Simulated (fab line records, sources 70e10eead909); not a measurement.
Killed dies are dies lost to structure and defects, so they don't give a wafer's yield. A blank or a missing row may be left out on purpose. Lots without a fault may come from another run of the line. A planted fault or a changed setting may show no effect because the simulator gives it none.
Which tool did it? | flow nand_harc | 24 lots, 72 wafers sampled, at 6 steps of a route of 1159

WHAT THE GAUGES READ, wafer by wafer
NHARC_P_M0_THK_MEAS_24: measures by xrf. Usual: thk_nm 117.0 nm, standard deviation 1.6.
lot  | measured     | on            | thk_nm (nm)       | flag
L074 | day 6 08:10  | film_metro-01 | 114.5 117.7 118.0 |
L076 | day 6 12:01  | film_metro-02 | 116.8 113.6 118.9 |
L075 | day 6 12:20  | film_metro-02 | 116.1 115.6 116.9 |
L077 | day 6 17:11  | film_metro-02 | 118.8 116.2 117.4 |
L078 | day 7 02:08  | film_metro-02 | 119.5 117.6 115.5 |
L079 | day 7 02:45  | film_metro-02 | 119.5 120.0 118.8 |
L081 | day 7 08:57  | film_metro-02 | 115.7 117.2 115.3 |
L080 | day 7 09:11  | film_metro-01 | 117.6 116.8 116.2 |
L083 | day 8 06:44  | film_metro-01 | 115.6 115.4 116.0 |
L082 | day 8 07:17  | film_metro-02 | 116.9 117.6 116.6 |
L085 | day 8 09:20  | film_metro-01 | 119.7 115.5 117.2 |
L084 | day 8 10:35  | film_metro-02 | 117.4 118.3 116.2 |
L086 | day 9 03:04  | film_metro-02 | 117.1 115.9 118.1 |
L087 | day 9 03:36  | film_metro-01 | 117.0 117.1 116.8 |
L088 | day 9 11:49  | film_metro-02 | 117.0 119.5 117.0 |
L089 | day 9 21:25  | film_metro-02 | 117.3 117.3 116.5 |
L090 | day 9 22:05  | film_metro-02 | 112.2 117.1 115.5 |
L091 | day 10 10:28 | film_metro-01 | 118.4 117.4 119.8 |
L092 | day 10 18:04 | film_metro-02 | 117.9 118.1 116.8 |
L093 | day 10 18:25 | film_metro-02 | 116.8 114.8 117.8 |
L094 | day 10 21:34 | film_metro-01 | 117.0 118.2 115.6 |
L095 | day 11 03:19 | film_metro-01 | 117.2 112.7 115.5 |
L096 | day 11 09:07 | film_metro-02 | 118.6 115.6 115.2 |
L097 | day 12 02:51 | film_metro-01 | 117.4 118.8 118.1 |

NHARC_P_M1_INSPECT_27. Usual: raw_defect_count 318, standard deviation 110.
lot  | measured     | on                | raw_defect_count | flag
L074 | day 6 12:47  | defect_inspect-02 | 376 236 303      |
L076 | day 6 16:27  | defect_inspect-01 | 255 281 185      |
L075 | day 6 17:04  | defect_inspect-01 | 272 383 352      |
L077 | day 6 21:34  | defect_inspect-02 | 330 249 397      |
L078 | day 7 06:37  | defect_inspect-02 | 173 229 255      |
L079 | day 7 07:05  | defect_inspect-01 | 315 339 236      |
L081 | day 7 14:12  | defect_inspect-02 | 201 198 300      |
L080 | day 7 14:28  | defect_inspect-01 | 443 223 279      |
L083 | day 8 11:02  | defect_inspect-02 | 304 325 326      |
L082 | day 8 11:46  | defect_inspect-01 | 279 277 277      |
L085 | day 8 13:34  | defect_inspect-01 | 544 371 609      |
L084 | day 8 15:14  | defect_inspect-01 | 185 297 509      |
L086 | day 9 07:22  | defect_inspect-01 | 456 241 259      |
L087 | day 9 08:17  | defect_inspect-01 | 225 224 282      |
L088 | day 9 16:36  | defect_inspect-01 | 366 266 254      |
L089 | day 10 01:44 | defect_inspect-01 | 297 201 313      |
L090 | day 10 02:25 | defect_inspect-01 | 180 284 305      |
L091 | day 10 14:48 | defect_inspect-02 | 257 323 339      |
L092 | day 10 22:49 | defect_inspect-01 | 555 546 282      |
L093 | day 10 23:01 | defect_inspect-02 | 263 173 221      |
L094 | day 11 01:53 | defect_inspect-01 | 525 279 478      |
L095 | day 11 07:37 | defect_inspect-01 | 530 318 288      |
L096 | day 11 13:22 | defect_inspect-02 | 602 486 359      |
L097 | day 12 07:12 | defect_inspect-02 | 296 163 150      |

NHARC_P_BONDPAD_OVL_MEAS_38. Usual: overlay_x_nm -2 nm, standard deviation 5.5; overlay_y_nm -3 nm, standard deviation 5.4.
lot  | measured     | on         | overlay_x_nm (nm) | overlay_y_nm (nm) | flag
L074 | day 6 19:04  | overlay-01 | 1 2 1             | -12 -12 -12       |
L076 | day 6 22:29  | overlay-02 | -10 -10 -10       | -8 -9 -8          |
L075 | day 6 23:04  | overlay-02 | -1 -1 0           | 2 3 2             |
L077 | day 7 03:39  | overlay-02 | -3 -3 -3          | -5 -6 -6          |
L078 | day 7 12:38  | overlay-02 | 7 6 6             | -2 -2 -2          |
L079 | day 7 13:28  | overlay-02 | -5 -5 -5          | -7 -6 -7          |
L081 | day 7 20:25  | overlay-01 | -2 -2 -2          | -5 -5 -4          |
L080 | day 7 20:35  | overlay-02 | 0 0 0             | -3 -2 -2          |
L083 | day 8 17:22  | overlay-02 | -5 -5 -5          | 5 6 6             |
L082 | day 8 17:53  | overlay-02 | -12 -12 -11       | -2 -2 -2          |
L085 | day 8 19:52  | overlay-01 | -11 -11 -11       | 3 4 3             |
L084 | day 8 21:11  | overlay-01 | -7 -8 -7          | 5 5 5             |
L086 | day 9 14:05  | overlay-02 | -8 -8 -9          | -5 -5 -4          |
L087 | day 9 14:44  | overlay-02 | -3 -4 -4          | -5 -5 -5          |
L088 | day 9 22:42  | overlay-01 | 0 0 0             | -2 -2 -2          |
L089 | day 10 07:40 | overlay-01 | 4 4 4             | -15 -13 -14       |
L090 | day 10 08:23 | overlay-01 | 4 4 5             | -6 -6 -6          |
L091 | day 10 21:05 | overlay-02 | 7 7 7             | -3 -3 -2          |
L092 | day 11 05:04 | overlay-02 | -2 -2 -2          | -9 -9 -9          |
L093 | day 11 05:27 | overlay-01 | 7 7 7             | -6 -7 -6          |
L094 | day 11 07:53 | overlay-02 | -5 -4 -4          | 6 5 5             |
L095 | day 11 13:40 | overlay-01 | -4 -4 -4          | 2 3 3             |
L096 | day 11 19:50 | overlay-02 | 4 3 4             | -10 -10 -10       |
L097 | day 12 13:16 | overlay-02 | -6 -6 -6          | 3 2 2             |

NHARC_A_START_INSPECT_01. Usual: raw_defect_count 3.4, standard deviation 1.9.
lot  | measured     | on                | raw_defect_count | flag
L074 | day 6 22:14  | defect_inspect-02 | 3 3 3            |
L076 | day 7 01:40  | defect_inspect-02 | 2 5 8            |
L075 | day 7 02:28  | defect_inspect-01 | 1 3 1            |
L077 | day 7 06:49  | defect_inspect-02 | 7 7 7            |
L078 | day 7 15:47  | defect_inspect-01 | 9 5 2            |
L079 | day 7 16:38  | defect_inspect-01 | 1 1 2            |
L081 | day 7 23:32  | defect_inspect-02 | 1 4 7            |
L080 | day 7 23:48  | defect_inspect-01 | 5 6 1            |
L083 | day 8 20:37  | defect_inspect-01 | 5 4 5            |
L082 | day 8 21:06  | defect_inspect-02 | 2 3 2            |
L085 | day 8 23:02  | defect_inspect-01 | 3 3 4            |
L084 | day 9 00:29  | defect_inspect-02 | 5 2 2            |
L086 | day 9 17:28  | defect_inspect-02 | 4 1 1            |
L087 | day 9 17:55  | defect_inspect-02 | 2 6 4            |
L088 | day 10 01:52 | defect_inspect-02 | 1 4 4            |
L089 | day 10 10:52 | defect_inspect-01 | 4 2 5            |
L090 | day 10 11:31 | defect_inspect-02 | 5 5 4            |
L091 | day 11 00:17 | defect_inspect-02 | 3 3 5            |
L092 | day 11 08:28 | defect_inspect-02 | 2 4 2            |
L093 | day 11 08:48 | defect_inspect-01 | 7 3 4            |
L094 | day 11 11:12 | defect_inspect-01 | 3 2 4            |
L095 | day 11 16:54 | defect_inspect-02 | 1 3 3            |
L096 | day 11 23:09 | defect_inspect-02 | 2 1 6            |
L097 | day 12 16:26 | defect_inspect-02 | 1 3 5            |

WHICH TOOL RAN EACH LOT (tool, then ch and the chambers of the sampled wafers, then the start)
lot  | NHARC_P_M0_PVD_21                       | NHARC_P_M1_PVD_20
L074 | pvd_sputter-03, day 6 08:10 or earlier  | pvd_sputter-02, day 6 12:47 or earlier
L076 | pvd_sputter-01, day 6 12:01 or earlier  | pvd_sputter-01, day 6 16:27 or earlier
L075 | pvd_sputter-01, day 6 12:20 or earlier  | pvd_sputter-02, day 6 17:04 or earlier
L077 | pvd_sputter-01, day 6 17:11 or earlier  | pvd_sputter-01, day 6 21:34 or earlier
L078 | pvd_sputter-01, day 7 02:08 or earlier  | pvd_sputter-01, day 7 06:37 or earlier
L079 | pvd_sputter-01, day 7 02:45 or earlier  | pvd_sputter-03, day 7 07:05 or earlier
L081 | pvd_sputter-02, day 7 08:57 or earlier  | pvd_sputter-01, day 7 14:12 or earlier
L080 | pvd_sputter-03, day 7 09:11 or earlier  | pvd_sputter-03, day 7 14:28 or earlier
L083 | pvd_sputter-03, day 8 06:44 or earlier  | pvd_sputter-03, day 8 11:02 or earlier
L082 | pvd_sputter-02, day 8 07:17 or earlier  | pvd_sputter-01, day 8 11:46 or earlier
L085 | pvd_sputter-03, day 8 09:20 or earlier  | pvd_sputter-02, day 8 13:34 or earlier
L084 | pvd_sputter-03, day 8 10:35 or earlier  | pvd_sputter-01, day 8 15:14 or earlier
L086 | pvd_sputter-03, day 9 03:04 or earlier  | pvd_sputter-03, day 9 07:22 or earlier
L087 | pvd_sputter-02, day 9 03:36 or earlier  | pvd_sputter-03, day 9 08:17 or earlier
L088 | pvd_sputter-03, day 9 11:49 or earlier  | pvd_sputter-02, day 9 16:36 or earlier
L089 | pvd_sputter-01, day 9 21:25 or earlier  | pvd_sputter-03, day 10 01:44 or earlier
L090 | pvd_sputter-02, day 9 22:05 or earlier  | pvd_sputter-01, day 10 02:25 or earlier
L091 | pvd_sputter-01, day 10 10:28 or earlier | pvd_sputter-02, day 10 14:48 or earlier
L092 | pvd_sputter-01, day 10 18:04 or earlier | pvd_sputter-02, day 10 22:49 or earlier
L093 | pvd_sputter-01, day 10 18:25 or earlier | pvd_sputter-01, day 10 23:01 or earlier
L094 | pvd_sputter-02, day 10 21:34 or earlier | pvd_sputter-01, day 11 01:53 or earlier
L095 | pvd_sputter-01, day 11 03:19 or earlier | pvd_sputter-01, day 11 07:37 or earlier
L096 | pvd_sputter-01, day 11 09:07 or earlier | pvd_sputter-02, day 11 13:22 or earlier
L097 | pvd_sputter-01, day 12 02:51 or earlier | pvd_sputter-02, day 12 07:12 or earlier
- NHARC_P_M0_PVD_21: deposits Cu, target thk 30 nm, time 20.49 s.
- NHARC_P_M1_PVD_20: deposits TaN, target thk 5 nm, time 8.06 s.

WHAT THE TOOLS THEMSELVES READ (means of the sampled wafers that have a number; where no wafer has one, the mark that the record gives instead)
NHARC_P_M0_PVD_21. Usual: chamber_pressure_pa 5.000 Pa, standard deviation 0.011; throttle_valve_pct 30.2 %, standard deviation 1.1.
lot  | tool           | chamber_pressure_pa (Pa) | throttle_valve_pct (%) | flag
L074 | pvd_sputter-03 | 5.018                    | 29.6                   |
L076 | pvd_sputter-01 | 5.000                    | 30.4                   |
L075 | pvd_sputter-01 | 5.002                    | 30.4                   |
L077 | pvd_sputter-01 | 4.999                    | 30.3                   |
L078 | pvd_sputter-01 | 5.003                    | 30.6                   |
L079 | pvd_sputter-01 | 5.007                    | 31.1                   |
L081 | pvd_sputter-02 | 4.997                    | 30.8                   |
L080 | pvd_sputter-03 | 4.997                    | 29.5                   |
L083 | pvd_sputter-03 | 4.992                    | 30.3                   |
L082 | pvd_sputter-02 | 5.000                    | 29.4                   |
L085 | pvd_sputter-03 | 5.010                    | 29.9                   |
L084 | pvd_sputter-03 | 4.992                    | 30.9                   |
L086 | pvd_sputter-03 | 4.997                    | 30.8                   |
L087 | pvd_sputter-02 | 4.993                    | 30.8                   |
L088 | pvd_sputter-03 | 4.998                    | 29.6                   |
L089 | pvd_sputter-01 | 5.000                    | 29.4                   |
L090 | pvd_sputter-02 | 4.997                    | 30.0                   |
L091 | pvd_sputter-01 | 5.004                    | 29.4                   |
L092 | pvd_sputter-01 | 5.012                    | 30.2                   |
L093 | pvd_sputter-01 | 5.006                    | 29.4                   |
L094 | pvd_sputter-02 | 5.007                    | 30.0                   |
L095 | pvd_sputter-01 | 5.005                    | 29.9                   |
L096 | pvd_sputter-01 | 4.991                    | 29.0                   |
L097 | pvd_sputter-01 | 4.997                    | 30.0                   |

NHARC_P_M1_PVD_20. Usual: chamber_pressure_pa 0.11998 Pa, standard deviation 0.00023; throttle_valve_pct 30.2 %, standard deviation 1.
lot  | tool           | chamber_pressure_pa (Pa) | throttle_valve_pct (%) | flag
L074 | pvd_sputter-02 | 0.12005                  | 30.1                   |
L076 | pvd_sputter-01 | 0.11987                  | 30.6                   |
L075 | pvd_sputter-02 | 0.11980                  | 30.2                   |
L077 | pvd_sputter-01 | 0.11994                  | 30.7                   |
L078 | pvd_sputter-01 | 0.11972                  | 30.5                   |
L079 | pvd_sputter-03 | 0.11981                  | 30.3                   |
L081 | pvd_sputter-01 | 0.11978                  | 29.8                   |
L080 | pvd_sputter-03 | 0.11994                  | 29.0                   |
L083 | pvd_sputter-03 | 0.12014                  | 30.4                   |
L082 | pvd_sputter-01 | 0.12004                  | 30.0                   |
L085 | pvd_sputter-02 | 0.11989                  | 30.6                   |
L084 | pvd_sputter-01 | 0.12001                  | 29.4                   |
L086 | pvd_sputter-03 | 0.11980                  | 29.6                   |
L087 | pvd_sputter-03 | 0.11999                  | 29.8                   |
L088 | pvd_sputter-02 | 0.12001                  | 30.3                   |
L089 | pvd_sputter-03 | 0.12011                  | 30.2                   |
L090 | pvd_sputter-01 | 0.12000                  | 30.2                   |
L091 | pvd_sputter-02 | 0.11985                  | 31.0                   |
L092 | pvd_sputter-02 | 0.12026                  | 30.0                   |
L093 | pvd_sputter-01 | 0.12011                  | 30.5                   |
L094 | pvd_sputter-01 | 0.12002                  | 29.9                   |
L095 | pvd_sputter-01 | 0.12027                  | 30.1                   |
L096 | pvd_sputter-02 | 0.12001                  | 30.0                   |
L097 | pvd_sputter-02 | 0.11984                  | 29.2                   |

THE ANSWER, worked out from the rows above alone
Rule: a lot is off if the mean of its wafers that have a number lies more than 3 standard deviations from the usual mean. A lot without any number at a reading at which 4 lots or more have one is off too. The other lots that the step has rows for count as sound. The gauges are gone through in route order, then the tools' own readings, and for those a lot's mean is taken as printed above. The first step at which some lot is off is used, and at that step the reading that is off furthest; a lot without a number counts as furthest.
No lot is off at any reading shown: from this, nothing can be told.

WHAT THE SIMULATOR HAD PUT IN
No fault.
